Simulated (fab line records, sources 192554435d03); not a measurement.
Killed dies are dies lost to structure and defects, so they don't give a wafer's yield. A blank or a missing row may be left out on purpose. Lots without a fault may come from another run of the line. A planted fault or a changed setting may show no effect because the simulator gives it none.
A struck lot beside a sound one | flow n5_finfet | 41 steps out of a route of 1938
Sound: wafers L512.1, L512.2, L512.5. Struck: wafer L520.5. (L520.3, L520.6 of the same lot were not struck and are left out.) The cause comes at the end.
At each step with rows: each side's tool, then ch and its chambers, then its first start. Under that, the readings that differ: sound wafers | struck wafers | difference of the means | sigmas: that difference in standard deviations of wafers without a fault.
alike: readings whose means differ by less than 2 such deviations, and words and numbers that are the same on both sides. not compared: withheld readings, readings that some wafer has no value for, bounds like >300 that may hide the same value, and numbers for which the record gives no deviation and whose values overlap.
The two part at a step that has a row with sigmas, a row that says differs or no value, or rows on one side only. Numbers that don't overlap but have no deviation are shown without sigmas and don't part them. A reading that every wafer of one side lacks parts them only if that side has two wafers or more.

first, 12 steps without rows for these wafers: N5_HKMG_FIN_STRIP_33 (strips in N2/H2); N5_HKMG_FIN_STRIP_34 (strips in CF4); N5_HKMG_FIN_ETCH_35 (etches SOC in N2/H2, target depth 215.8 nm, time 243.4 s); N5_HKMG_FIN_STRIP_92 (strips SOC in N2/H2, time 20 s); N5_HKMG_FIN_WET_ETCH_18 (etches TiN in SC1, time 55 s, target depth 5.2 nm, rinse time 30 s); N5_HKMG_FIN_STRIP_19 (strips in N2/H2, time 360 s); N5_HKMG_FIN_ALD_91 (deposits TiN, target thk 1 nm, pulse time 1 s, purge time 3 s); N5_HKMG_FIN_COAT_85 (time 60 s, resist thk 300 nm); N5_HKMG_FIN_ETCH_86 (etches SOC in N2/H2, stops on TiN, target depth 393.2 nm); N5_HKMG_FIN_STRIP_89 (strips SOC in N2/H2, time 20 s); N5_HKMG_FIN_WET_ETCH_87 (etches TiN in SC1, time 154.2 s, target depth 4.7 nm, rinse time 30 s); N5_HKMG_FIN_STRIP_88 (strips in N2/H2, time 360 s).
N5_HKMG_FIN_NWFM_ALD_20: deposits TiAlC, target thk 2 nm, pulse time 3 s, purge time 2 s.
  sound on ald_metal-04 ch 0,1,3, day 4 16:58; struck on ald_metal-04 ch 3, day 6 16:40
  reading    | sound | struck | difference | sigmas
  ald_cycles | 7 7 7 | 6      | -1         |
  alike: chamber_pressure_Torr, heater_power_w, precursor_pulse_height_rel
  not compared: since_wet_clean_h
then, 26 steps without rows for these wafers: N5_HKMG_FIN_ALD_71 (deposits TiN, target thk 1 nm, pulse time 1 s, purge time 3 s); N5_HKMG_FIN_COAT_66 (time 60 s, resist thk 300 nm); N5_HKMG_FIN_ETCH_67 (etches SOC in N2/H2, stops on TiN, target depth 388.9 nm); N5_HKMG_FIN_STRIP_90 (strips SOC in N2/H2, time 20 s); N5_HKMG_FIN_WET_ETCH_73 (etches the open film in SC1, time 42.3 s, target depth 1.3 nm, rinse time 30 s); N5_HKMG_FIN_ETCHBACK_68 (etches the open film in Cl2/Ar, stops on HfO2, target depth 0.5 nm); N5_HKMG_FIN_STRIP_69 (strips in N2/H2, time 360 s); N5_HKMG_FIN_ALD_21 (deposits TiN, target thk 1.5 nm, pulse time 1 s, purge time 3 s); N5_HKMG_FIN_ALD_72 (deposits W, target thk 2 nm, pulse time 1 s, purge time 2 s); N5_HKMG_FIN_W_FILL_22 (material W, target thk 60 nm, time 18.2 s); N5_HKMG_FIN_PRECLEAN_83 (cleans in DIW, time 57.5 s); N5_HKMG_FIN_SRD_84 (dry time 32 s); N5_HKMG_FIN_CMP_23 (polishes, stops on SiNx, t overpolish 10 s, target thk 46.326 nm); N5_HKMG_FIN_CMP_94 (polishes, stops on SiNx, t overpolish 4.7 s, target thk 43.299 nm); N5_GATE_CUT_ETCHBACK_00 (etches W in SF6/Cl2); N5_GATE_CUT_ETCH_56 (etches TiN in Cl2/Ar, target depth 21.6 nm); N5_GATE_CUT_ETCHBACK_30 (etches TiN in Cl2/Ar, target depth 3 nm); N5_GATE_CUT_VAPOR_ETCH_60 (etches HfO2 in BCl3/Cl2); N5_GATE_CUT_ETCH_58 (etches SiNx in CH3F/O2, target depth 17 nm, time 128.6 s); N5_GATE_CUT_STRIP_59 (strips in N2/H2, time 20 s); N5_GATE_CUT_PRECLEAN_31 (cleans in DIW, time 300 s); N5_GATE_CUT_SRD_32 (time 30 s); N5_GATE_CUT_SAC_CAP_01 (material SiNx, target thk 24 nm, pulse time 1 s, ald cycles 480); N5_GATE_CUT_PECVD_57 (deposits SiNx from SiH4/NH3/N2, target thk 21 nm); N5_GATE_CUT_CMP_02 (polishes, stops on SiO2, t overpolish 12.7 s, target thk 0 nm); N5_GATE_CUT_HM_DEP_46 (deposits SiO2 from TEOS/O2, target thk 130 nm, time 26.6 s).
-- the record jumps here: 3 days lie between the struck wafers' starts before and after (it left off in module GATE_CUT and takes up again in module BEOL_M4, whose first step shown is number 1111 of the route) --
N5_BEOL_M4_RC_MEAS_101:
  sound on prober-01 ch 0, day 8 05:53; struck on prober-01 ch 0, day 9 22:35
  reading             | sound                   | struck   | difference | sigmas
  IOFF_N (nA/um)      | 0.11 0.13 0.13          | 0.05     | -0.07      | -2
  IOFF_N_85C (nA/um)  | 2.3 2.6 2.6             | 1.3      | -1.2       | -2
  IOFF_N_LIN (nA/um)  | 0.056 0.063 0.061       | 0.027    | -0.033     | -3
  IOFF_N_LONG (nA/um) | 5.3e-05 5.4e-05 5.4e-05 | 3.57e-05 | -1.80e-05  | -8
  IOFF_P_LONG (nA/um) | 9.6e-05 0.0001 9.5e-05  | 0.000135 | +0.000038  | +5
  ION_N (uA/um)       | 658 672 662             | 624      | -40        | -3
  ION_P (uA/um)       | 456 460 446             | 471      | +17        | +2
  VT_N (mV)           | 255 253 255             | 275      | +21        | +6
  VT_N_LONG (mV)      | 277.7 271.6 273.0       | 295.3    | +21.2      | +11
  VT_N_LVT (mV)       | 104 104 103             | 125      | +21        | +7
  VT_P (mV)           | -256 -255 -256          | -247     | +9         | +3
  alike: DIBL_N, DIBL_P, IOFF_P, SS_N, SS_P
-- the record jumps here: 3 days lie between the struck wafers' starts before and after (it left off in module BEOL_M4 and takes up again in module PASSIVATION, whose first step shown is number 1936 of the route) --
N5_PASSIVATION_PROBE_49:
  sound on prober-01, day 11 15:42; struck on prober-02, day 13 08:26
  reading                 | sound          | struck | difference | sigmas
  sort_bin_5_function (%) | 5.1 5.2 7.4    | 3.9    | -2.0       | -2
  sort_bin_8_speed (%)    | 0 0 0          | 32.80  | +32.80     | +99 or more
  sort_n_pass             | 1077 1080 1041 | 703    | -363       | -20
  sort_yield_pct (%)      | 91.3 91.5 88.2 | 59.6   | -30.7      | -20
  alike: defect_limited_yield, killed_at_M0_to_M3, killed_at_M4_up, killed_at_contacts, killed_at_front_end, killed_at_other, killed_dies, killed_open, killed_short, sort_bin_6_memory

WHERE THEY PART
First at N5_BEOL_M4_RC_MEAS_101; last, within this record, at N5_PASSIVATION_PROBE_49.

WHY: what the simulator had put in
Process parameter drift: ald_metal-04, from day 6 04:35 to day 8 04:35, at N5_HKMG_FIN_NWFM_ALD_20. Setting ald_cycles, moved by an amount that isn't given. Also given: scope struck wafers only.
